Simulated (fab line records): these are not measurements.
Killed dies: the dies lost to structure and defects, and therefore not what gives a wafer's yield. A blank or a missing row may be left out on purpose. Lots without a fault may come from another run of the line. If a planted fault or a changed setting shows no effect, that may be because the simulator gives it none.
Matching of chambers -- flow nand_harc -- NHARC_A_STAIRCASE_TRIM_196 on rie_diel-07: 4 sister chambers
The step chemistry O2, time 211.2 s. 8 wafers are shown with their chamber, then 8 later ones without.

WAFERS PAIRED WITH THEIR CHAMBERS
wafer,chamber,showerhead_plenum_p_Torr (Torr),drypump_motor_current_A (A)
L080.3,1,3.33,5.6
L088.5,2,3.35,6.0
L090.1,2,3.35,6.1
L090.5,3,3.60,5.7
L091.4,1,3.31,5.7
L091.5,0,3.79,6.2
L091.6,3,3.60,5.7
L094.1,0,3.79,6.3

WAFERS WHOSE CHAMBER IS MISSING
wafer,showerhead_plenum_p_Torr (Torr),drypump_motor_current_A (A)
L094.2,3.60,5.7
L094.3,3.35,6.1
L094.4,3.31,5.6
L094.5,3.60,5.8
L094.6,3.79,6.3
L095.1,3.31,5.6
L095.2,3.60,5.7
L095.3,3.79,6.3

WHICH CHAMBER EACH ONE RAN IN
wafer,from the rows above,in truth
L094.2,3,3
L094.3,2,2
L094.4,1,1
L094.5,3,3
L094.6,0,0
L095.1,1,1
L095.2,3,3
L095.3,0,0
Correctly placed: 8 of 8. Can't be placed from these rows: 0. Number placed wrongly: 0.
How it was worked out, from the rows above alone: a wafer's distance from a chamber is the root of the sum, over the readings, of the square of ((its reading less the chamber's mean) divided by the reading's scatter). The wafer belongs to the nearest chamber; if the next one is less than 2 further off, it can't be placed. The mean given for a chamber averages the wafers shown for that chamber. How the scatter is found: for the shown wafers, subtract from each reading the mean of its chamber, square and add these, divide the total by (wafers less chambers), then take the root.
